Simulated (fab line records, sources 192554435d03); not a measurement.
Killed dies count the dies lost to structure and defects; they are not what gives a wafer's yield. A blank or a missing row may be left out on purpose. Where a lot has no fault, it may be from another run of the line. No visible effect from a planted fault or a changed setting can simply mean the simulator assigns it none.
Split-lot trial + flow n5_finfet + 21 wafers read from 7 lots, route of 1938 steps

THE SPLIT
At N5_FIN_CUT_ETCH_21 (etches SOC in N2/H2, target depth 219 nm, overetch 43.8 nm, time 523.5 s), the setting time_s was moved away from the recipe's 523.5 s on 4 of the 21 wafers read, by -18.8% to +15.1%. The other wafers ran this setting at the recipe's value.

Reading taken at the split's own step.

THE READING
FIN_CUT.cd_offset_nm (the simulator's own value, which no gauge read), in nm, at N5_FIN_CUT_ETCH_21 (etches SOC in N2/H2, target depth 219 nm, overetch 43.8 nm, time 523.5 s). The file gives no usual value for it. The 17 wafers here that ran the recipe average 0.1 nm, standard deviation 0.35 nm.

| wafer  | tool, chamber at the split | time_s as run, s | against the recipe | FIN_CUT.cd_offset_nm, nm | against lot-mates on the recipe |
|--------|----------------------------|------------------|--------------------|--------------------------|---------------------------------|
| L081.1 | rie_diel-05, 1             | 523.5            | recipe             | 0.2                      | -                               |
| L081.3 | rie_diel-05, 0             | 424.9            | -18.8%             | -1.6                     | -1.8                            |
| L081.6 | rie_diel-05, 1             | 523.5            | recipe             | 0.2                      | -                               |
| L084.4 | rie_diel-05, 3             | 523.5            | recipe             | 0.8                      | -                               |
| L084.5 | rie_diel-05, 2             | 485              | -7.4%              | -0.8                     | -1.4                            |
| L084.6 | rie_diel-05, 1             | 523.5            | recipe             | 0.4                      | -                               |
| L087.1 | rie_diel-06, 2             | 523.5            | recipe             | -0.2                     | -                               |
| L087.4 | rie_diel-06, 3             | 523.5            | recipe             | 0.2                      | -                               |
| L087.5 | rie_diel-06, 0             | 523.5            | recipe             | -0.8                     | -                               |
| L088.2 | rie_diel-01, 0             | 523.5            | recipe             | -0.2                     | -                               |
| L088.5 | rie_diel-01, 2             | 436.9            | -16.5%             | -1.2                     | -1.2                            |
| L088.6 | rie_diel-01, 1             | 523.5            | recipe             | 0.2                      | -                               |
| L089.3 | rie_diel-01, 3             | 523.5            | recipe             | 0.6                      | -                               |
| L089.5 | rie_diel-01, 2             | 523.5            | recipe             | 0                        | -                               |
| L089.6 | rie_diel-01, 3             | 523.5            | recipe             | 0.6                      | -                               |
| L095.1 | rie_diel-06, 2             | 523.5            | recipe             | 0                        | -                               |
| L095.3 | rie_diel-06, 1             | 602.5            | +15.1%             | 1.6                      | +1.6                            |
| L095.6 | rie_diel-06, 2             | 523.5            | recipe             | 0                        | -                               |
| L097.1 | rie_diel-05, 1             | 523.5            | recipe             | 0                        | -                               |
| L097.5 | rie_diel-05, 1             | 523.5            | recipe             | 0.2                      | -                               |
| L097.6 | rie_diel-05, 0             | 523.5            | recipe             | 0.2                      | -                               |

FIT RESULTS
A straight line over all 21 wafers: FIN_CUT.cd_offset_nm changes by +0.0922 nm for each +1% of time_s; r = +0.88; the points scatter about the line by 0.34 nm.
The same after taking each lot's own level away (the mean of its wafers on the recipe; 21 wafers): +0.0967 nm for each +1%; r = +0.92; scatter 0.29 nm.
Per that fit: largest time_s move, reading shift of 1.8 nm.
The lots' own levels span -0.27 to 0.60 nm, that is 2.4 times the standard deviation above.
Consequently the slope shifts little with the lot-to-lot level, the two slopes agreeing.
Check: with one of the wafers moved furthest among these (-18.8%) left out of the fit, the line predicts -1.85 nm for it against its lot-mates. Against them it came out at -1.8 nm.

THE OTHER SPLITS THESE WAFERS WENT THROUGH
Before the reading, these wafers also passed through other splits. Each is held against what the fit with the lots' levels taken away leaves over:
| other split on the same wafers           | wafers away from the commonest value | r with FIN_CUT.cd_offset_nm (lot level and that fit taken away) |
|------------------------------------------|--------------------------------------|-----------------------------------------------------------------|
| N5_ZERO_LAYER_COAT_05 spin_rpm           | 5                                    | +0.06                                                           |
| N5_ZERO_LAYER_DEVELOP_10 develop_time_s  | 3                                    | -0.03                                                           |
| N5_PMOS_HMC_CHANNEL_EPI_HM_DEP_34 time_s | 9                                    | +0.40                                                           |
| N5_PMOS_HMC_CHANNEL_EPI_COAT_03 spin_rpm | 3                                    | -0.05                                                           |
| N5_FIN_SAQP_COAT_49 spin_rpm             | 10                                   | +0.30                                                           |
| N5_FIN_SAQP_COAT_10 spin_rpm             | 8                                    | -0.17                                                           |

THE WHOLE CHAIN: every reading that the file lists as answering this split, in the file's order
| step               | what it does                                                             | reading                                                                          | change (the file's fit)                                                            | r (the file's) |
|--------------------|--------------------------------------------------------------------------|----------------------------------------------------------------------------------|------------------------------------------------------------------------------------|----------------|
| N5_FIN_CUT_ETCH_21 | etches SOC in N2/H2, target depth 219 nm, overetch 43.8 nm, time 523.5 s | etch.depth_nm (the simulator's own value, which no gauge read)                   | not straight: 216 at the lowest setting, 229.8 at the recipe, 229.6 at the highest | not given      |
| N5_FIN_CUT_ETCH_21 | etches SOC in N2/H2, target depth 219 nm, overetch 43.8 nm, time 523.5 s | SiARC_of_FIN_CUT_COAT_19.thk_nm (the simulator's own value, which no gauge read) | -0.0917 nm for each +1% of the setting                                             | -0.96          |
| N5_FIN_CUT_ETCH_21 | etches SOC in N2/H2, target depth 219 nm, overetch 43.8 nm, time 523.5 s | FIN_CUT.cd_offset_nm (the simulator's own value, which no gauge read)            | +0.0969 nm for each +1% of the setting                                             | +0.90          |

FILE'S OWN FIT
FIN_CUT.cd_offset_nm changes by +0.0969 nm for each +1% of time_s, r = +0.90.
